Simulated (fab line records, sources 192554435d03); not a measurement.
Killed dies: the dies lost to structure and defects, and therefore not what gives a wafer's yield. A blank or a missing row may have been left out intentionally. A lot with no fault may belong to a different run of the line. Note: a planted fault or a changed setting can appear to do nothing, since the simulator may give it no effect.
A struck lot beside a sound one -- flow n5-finfet -- 40 steps out of a route of 1938
Sound: these wafers, L541.4, L541.5, L541.6. Wafers struck: L559.2, L559.4, L559.6. Last of all comes the cause.
At each step with rows: each side's tool, then ch and its chambers, then its first start. Under that, the readings that differ: sound wafers -- struck wafers -- difference of the means -- sigmas: that difference in standard deviations of wafers without a fault.
alike: a reading whose means differ by less than 2 such deviations, as well as words and numbers matching on both sides. not compared: withheld readings; readings where some wafer has no value; bounds like >300 that might hide an equal value; numbers whose values overlap and for which the record gives no deviation.
A row with sigmas, a row that says differs or no value, or rows on one side alone: a step with any of these is where the two part. Numbers that don't overlap but have no deviation are shown without sigmas and don't part them. Lack of a reading on every wafer of one side parts them only where that side has two or more wafers.

first, 7 steps without rows for these wafers: N5_HKMG_FIN_STRIP_34 (strips in CF4); N5_HKMG_FIN_ETCH_35 (etches SOC in N2/H2, target depth 215.8 nm, time 243.4 s); N5_HKMG_FIN_STRIP_92 (strips SOC in N2/H2, time 20 s); N5_HKMG_FIN_WET_ETCH_18 (etches TiN in SC1, time 55 s, target depth 5.2 nm, rinse time 30 s); N5_HKMG_FIN_STRIP_19 (strips in N2/H2, time 360 s); N5_HKMG_FIN_ALD_91 (deposits TiN, target thk 1 nm, pulse time 1 s, purge time 3 s); N5_HKMG_FIN_COAT_85 (time 60 s, resist thk 300 nm).
N5_HKMG_FIN_ETCH_86: etches SOC in N2/H2, stops on TiN, target depth 393.2 nm.
  sound on rie-diel-04 ch 0,1, day 5 11:27; struck on rie-diel-05 ch 1,2, day 10 02:48
  alike: drypump-motor-current-A, oes-product-au, rf-vpp-V, showerhead-plenum-p-Torr, throttle-valve-pct
  not compared: rf-hours-counter-h
then, 4 steps without rows for these wafers: N5_HKMG_FIN_STRIP_89 (strips SOC in N2/H2, time 20 s); N5_HKMG_FIN_WET_ETCH_87 (etches TiN in SC1, time 154.2 s, target depth 4.7 nm, rinse time 30 s); N5_HKMG_FIN_STRIP_88 (strips in N2/H2, time 360 s); N5_HKMG_FIN_NWFM_ALD_20 (deposits TiAlC, target thk 2 nm, pulse time 3 s, purge time 2 s).
N5_HKMG_FIN_ALD_71: deposits TiN, target thk 1 nm, pulse time 1 s, purge time 3 s.
  sound on ald-metal-04 ch 1,2,3, day 5 12:11; struck on ald-metal-04 ch 1,2, day 10 03:32
  alike: heater-power-w, precursor-pulse-height-rel
  not compared: since-wet-clean-h
then, 4 steps without rows for these wafers: N5_HKMG_FIN_COAT_66 (time 60 s, resist thk 300 nm); N5_HKMG_FIN_ETCH_67 (etches SOC in N2/H2, stops on TiN, target depth 388.9 nm); N5_HKMG_FIN_STRIP_90 (strips SOC in N2/H2, time 20 s); N5_HKMG_FIN_WET_ETCH_73 (etches the open film in SC1, time 42.3 s, target depth 1.3 nm, rinse time 30 s).
N5_HKMG_FIN_ETCHBACK_68: etches the open film in Cl2/Ar, stops on HfO2, target depth 0.5 nm.
  sound on rie-metal-03 ch 0,1, day 5 12:53; struck on rie-metal-02 ch 1, day 10 04:05
reading,sound,struck,difference,sigmas
drypump-motor-current-A (A),6.4 6.2 6.4,5.5 5.5 5.5,-0.8,-2
  alike: oes-product-au, throttle-valve-pct
  not compared: rf-hours-counter-h
then, 8 steps without rows for these wafers: N5_HKMG_FIN_STRIP_69 (strips in N2/H2, time 360 s); N5_HKMG_FIN_ALD_21 (deposits TiN, target thk 1.5 nm, pulse time 1 s, purge time 3 s); N5_HKMG_FIN_ALD_72 (deposits W, target thk 2 nm, pulse time 1 s, purge time 2 s); N5_HKMG_FIN_W_FILL_22 (material W, target thk 60 nm, time 18.2 s); N5_HKMG_FIN_PRECLEAN_83 (cleans in DIW, time 57.5 s); N5_HKMG_FIN_SRD_84 (dry time 32 s); N5_HKMG_FIN_CMP_23 (polishes, stops on SiNx, t overpolish 10 s, target thk 46.326 nm); N5_HKMG_FIN_CMP_94 (polishes, stops on SiNx, t overpolish 4.7 s, target thk 43.299 nm).
N5_GATE_CUT_ETCHBACK_00: etches W in SF6/Cl2.
  sound on rie-metal-03 ch 0,1, day 5 14:44; struck on rie-metal-02 ch 0,1, day 10 05:53
  alike: drypump-motor-current-A, oes-product-au, throttle-valve-pct
  not compared: rf-hours-counter-h
then, 7 steps without rows for these wafers: N5_GATE_CUT_ETCH_56 (etches TiN in Cl2/Ar, target depth 21.6 nm); N5_GATE_CUT_ETCHBACK_30 (etches TiN in Cl2/Ar, target depth 3 nm); N5_GATE_CUT_VAPOR_ETCH_60 (etches HfO2 in BCl3/Cl2); N5_GATE_CUT_ETCH_58 (etches SiNx in CH3F/O2, target depth 17 nm, time 128.6 s); N5_GATE_CUT_STRIP_59 (strips in N2/H2, time 20 s); N5_GATE_CUT_PRECLEAN_31 (cleans in DIW, time 300 s); N5_GATE_CUT_SRD_32 (time 30 s).
N5_GATE_CUT_SAC_CAP_01: material SiNx, target thk 24 nm, pulse time 1 s, ald cycles 480.
  sound on ald-sin-04 ch 0,3, day 5 15:29; struck on ald-sin-03 ch 0,1,3, day 10 06:43
  alike: heater-power-w, precursor-pulse-height-rel
  not compared: since-wet-clean-h
N5_GATE_CUT_PECVD_57: deposits SiNx from SiH4/NH3/N2, target thk 21 nm.
  sound on pecvd-04 ch 0,1,2, day 5 17:43; struck on pecvd-02 ch 0,1, day 10 08:54
  alike: heater-power-w, showerhead-plenum-p-Torr, throttle-valve-pct
  not compared: since-wet-clean-h
then, 3 steps without rows for these wafers: N5_GATE_CUT_CMP_02 (polishes, stops on SiO2, t overpolish 12.7 s, target thk 0 nm); N5_GATE_CUT_HM_DEP_46 (deposits SiO2 from TEOS/O2, target thk 130 nm, time 26.6 s); N5_GATE_CUT_COAT_34 (time 60 s, resist thk 60 nm).
-- here the record skips 9 days between the struck wafers' starts before and after, leaving off in module GATE_CUT and picking up in module PASSIVATION (first step shown: number 1936 of the route) --
N5_PASSIVATION_PROBE_49:
  sound on prober-01 at day 13 10:48; struck on prober-02 at day 19 00:34
reading,sound,struck,difference,sigmas
killed-at-front-end,29 45 28,156 138 133,+108,+9
killed-dies,94 124 92,207 186 173,+85,+5
  alike: killed_at_M0_to_M3, killed_at_M4_up, killed-at-contacts, killed-at-other, killed-open, killed-short

WHERE THEY PART
First at N5_HKMG_FIN_ETCHBACK_68; last, within this record, at N5_PASSIVATION_PROBE_49.

WHY: whatever the simulator had introduced
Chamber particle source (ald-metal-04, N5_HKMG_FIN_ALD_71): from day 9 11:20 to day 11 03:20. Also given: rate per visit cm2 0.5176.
